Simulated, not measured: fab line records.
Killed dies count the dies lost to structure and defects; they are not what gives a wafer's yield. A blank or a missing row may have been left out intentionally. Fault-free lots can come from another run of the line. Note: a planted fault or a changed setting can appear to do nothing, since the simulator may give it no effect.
What tool caused it? + flow n5 finfet + Sampling: 12 lots, 36 wafers, 5 of 1938 route steps

== WHAT EACH GAUGE READ, for each wafer ==
The record lacks any reading of a measuring or inspecting step that a usual standard deviation could be used to judge.

== EACH LOT AND THE TOOL THAT RAN IT (in order: tool; ch and the chambers of the sampled wafers; start) ==
| lot  | N5_SDB_PRECLEAN_38                 | N5_BEOL_M15_PRE_CLEAN_42     | N5_BEOL_M15_DEP_53              | N5_MIM_TOP_SPUTTER_03        | N5_PASSIVATION_PROBE_49 |
|------|------------------------------------|------------------------------|---------------------------------|------------------------------|-------------------------|
| L238 | wet bench-06 ch 2,3,4, day 3 22:35 | pvd sputter-02, day 12 05:22 | pecvd-03 ch 0,1,2, day 12 06:34 | pvd sputter-03, day 12 10:56 | -                       |
| L239 | wet bench-06 ch 1,4,6, day 4 01:18 | pvd sputter-02, day 12 02:32 | pecvd-01 ch 0,1,2, day 12 03:52 | pvd sputter-01, day 12 09:39 | -                       |
| L240 | wet bench-06 ch 1,5,7, day 4 06:13 | pvd sputter-03, day 12 10:13 | pecvd-02 ch 0,1,2, day 12 11:26 | pvd sputter-01, day 12 13:46 | -                       |
| L241 | wet bench-03 ch 0,3,5, day 4 12:40 | pvd sputter-02, day 12 06:44 | pecvd-01 ch 0,1, day 12 07:57   | pvd sputter-03, day 12 11:12 | -                       |
| L242 | wet bench-06 ch 0,2,7, day 4 19:15 | pvd sputter-03, day 12 23:01 | pecvd-01 ch 0,1,2, day 13 00:14 | pvd sputter-01, day 13 02:44 | -                       |
| L243 | wet bench-05 ch 0,2,7, day 4 23:16 | pvd sputter-03, day 12 19:46 | pecvd-01 ch 0,1,2, day 12 20:59 | pvd sputter-02, day 12 22:58 | -                       |
| L245 | wet bench-06 ch 1,5,6, day 5 13:29 | pvd sputter-01, day 15 11:38 | pecvd-01 ch 0,1,2, day 15 13:16 | pvd sputter-02, day 15 16:08 | -                       |
| L248 | wet bench-06 ch 1,3,7, day 6 09:07 | pvd sputter-01, day 14 07:48 | pecvd-03 ch 0,2, day 14 09:01   | pvd sputter-02, day 14 11:46 | prober-02, day 15 01:44 |
| L249 | wet bench-06 ch 0,1,2, day 6 17:53 | pvd sputter-01, day 14 21:01 | pecvd-03 ch 0,1,2, day 14 22:14 | pvd sputter-02, day 15 02:49 | prober-02, day 15 16:05 |
| L258 | wet bench-03 ch 2,3,7, day 8 18:43 | pvd sputter-03, day 16 21:00 | pecvd-03 ch 0,1,2, day 16 22:40 | pvd sputter-03, day 17 02:56 | -                       |
| L259 | wet bench-05 ch 1,2,3, day 9 00:54 | pvd sputter-03, day 17 02:35 | pecvd-03 ch 1,2, day 17 03:48   | pvd sputter-01, day 17 06:48 | -                       |
| L261 | wet bench-06 ch 0,2,7, day 9 13:13 | pvd sputter-03, day 17 07:49 | pecvd-03 ch 0,1, day 17 09:02   | pvd sputter-03, day 17 11:36 | -                       |
- N5_SDB_PRECLEAN_38: cleans in dHF, time 10 s.
- N5_BEOL_M15_PRE_CLEAN_42: time 30 s.
- N5_BEOL_M15_DEP_53: deposits SiCN from 3MS/NH3, target thk 50 nm, time 17.8 s.
- N5_MIM_TOP_SPUTTER_03: material TiN, target thk 35 nm, time 89.7 s.
- N5_PASSIVATION_PROBE_49

== WHAT THE TOOLS THEMSELVES READ (means of the sampled wafers that have a number; where no wafer has one, the mark that the record gives instead) ==
N5_BEOL_M15_PRE_CLEAN_42. Usual: heater power w reads 445 W (standard deviation 50).
| lot  | tool           | heater power w (W) | flag |
|------|----------------|--------------------|------|
| L238 | pvd sputter-02 | 483                |      |
| L239 | pvd sputter-02 | 470                |      |
| L240 | pvd sputter-03 | 434                |      |
| L241 | pvd sputter-02 | 528                |      |
| L242 | pvd sputter-03 | 437                |      |
| L243 | pvd sputter-03 | 423                |      |
| L245 | pvd sputter-01 | 424                |      |
| L248 | pvd sputter-01 | 416                |      |
| L249 | pvd sputter-01 | 428                |      |
| L258 | pvd sputter-03 | 458                |      |
| L259 | pvd sputter-03 | 446                |      |
| L261 | pvd sputter-03 | 428                |      |

N5_BEOL_M15_DEP_53. Usual: showerhead plenum p Torr 4.160 Torr, standard deviation 0.018; throttle valve pct 17.9 %, standard deviation 1.2.
| lot  | tool     | showerhead plenum p Torr (Torr) | throttle valve pct (%) | flag |
|------|----------|---------------------------------|------------------------|------|
| L238 | pecvd-03 | 4.160                           | 17.7                   |      |
| L239 | pecvd-01 | 4.156                           | 17.6                   |      |
| L240 | pecvd-02 | 4.165                           | 18.7                   |      |
| L241 | pecvd-01 | 4.142                           | 18.0                   |      |
| L242 | pecvd-01 | 4.165                           | 17.7                   |      |
| L243 | pecvd-01 | 4.164                           | 17.6                   |      |
| L245 | pecvd-01 | 4.160                           | 17.7                   |      |
| L248 | pecvd-03 | 4.160                           | 16.8                   |      |
| L249 | pecvd-03 | 4.152                           | 17.6                   |      |
| L258 | pecvd-03 | 4.156                           | 17.8                   |      |
| L259 | pecvd-03 | 4.160                           | 17.4                   |      |
| L261 | pecvd-03 | 4.155                           | 18.8                   |      |

N5_MIM_TOP_SPUTTER_03. Usual: throttle valve pct reads 30.0 % (standard deviation 0.98).
| lot  | tool           | throttle valve pct (%) | flag |
|------|----------------|------------------------|------|
| L238 | pvd sputter-03 | 29.5                   |      |
| L239 | pvd sputter-01 | 30.1                   |      |
| L240 | pvd sputter-01 | 30.7                   |      |
| L241 | pvd sputter-03 | 30.8                   |      |
| L242 | pvd sputter-01 | 31.4                   |      |
| L243 | pvd sputter-02 | 29.3                   |      |
| L245 | pvd sputter-02 | 29.7                   |      |
| L248 | pvd sputter-02 | 29.3                   |      |
| L249 | pvd sputter-02 | 29.5                   |      |
| L258 | pvd sputter-03 | 29.5                   |      |
| L259 | pvd sputter-01 | 31.3                   |      |
| L261 | pvd sputter-03 | 30.2                   |      |

N5_PASSIVATION_PROBE_49. Usual: defect limited yield 91.0 %, standard deviation 1.5; killed_at_M0_to_M3 35, standard deviation 11; killed_at_M4_up 13, standard deviation 6; killed at contacts 14, standard deviation 6.5; killed at front end 40, standard deviation 12; killed at other 4, standard deviation 3.4; killed dies 106, standard deviation 18; killed open 68, standard deviation 14; killed short 35, standard deviation 7.7; sort_bin_5_function 5.2 %, standard deviation 0.98; sort_bin_6_memory 3.4 %, standard deviation 0.72; sort n pass 1074, standard deviation 18; sort yield pct 91.0 %, standard deviation 1.5.
| lot  | tool      | defect limited yield (%) | killed_at_M0_to_M3 | killed_at_M4_up | killed at contacts | killed at front end | killed at other | killed dies | killed open | killed short | sort_bin_5_function (%) | sort_bin_6_memory (%) | sort n pass | sort yield pct (%) | flag |
|------|-----------|--------------------------|--------------------|-----------------|--------------------|---------------------|-----------------|-------------|-------------|--------------|-------------------------|-----------------------|-------------|--------------------|------|
| L248 | prober-02 | 85.7                     | 20                 | 9               | 9                  | 122                 | 9               | 169         | 41          | 31           | 9.1                     | 3.4                   | 1011        | 85.7               | OFF  |
| L249 | prober-02 | 84.3                     | 19                 | 9               | 10                 | 143                 | 4               | 185         | 43          | 23           | 9.5                     | 4.0                   | 995         | 84.3               | OFF  |

== THE ANSWER, worked out from the rows above alone ==
Rule: a lot is off if the mean of its wafers that have a number lies more than 3 standard deviations from the usual mean. A lot without any number at a reading at which 4 lots or more have one is off too. The other lots that the step has rows for count as sound. First the gauges in route order, then the tools' own readings, where a lot's mean is used as printed above. The first step at which some lot is off is used, and at that step the reading that is off furthest; a lot without a number counts as furthest.
Off, at N5_PASSIVATION_PROBE_49 on killed at front end: L248, L249. Neither off nor sound, because the step has no rows for them: L238, L239, L240, L241, L242, L243, L245, L258, L259, L261.
A tool fits if, at that step or a process step before it, it ran every lot that is off, and no sound lot after the first of them. Can't be told from this: 5 tools fit, wet bench-06 at N5_SDB_PRECLEAN_38, pvd sputter-01 at N5_BEOL_M15_PRE_CLEAN_42, pecvd-03 at N5_BEOL_M15_DEP_53, pvd sputter-02 at N5_MIM_TOP_SPUTTER_03, prober-02 at N5_PASSIVATION_PROBE_49.

== WHAT WAS PUT IN BY THE SIMULATOR ==
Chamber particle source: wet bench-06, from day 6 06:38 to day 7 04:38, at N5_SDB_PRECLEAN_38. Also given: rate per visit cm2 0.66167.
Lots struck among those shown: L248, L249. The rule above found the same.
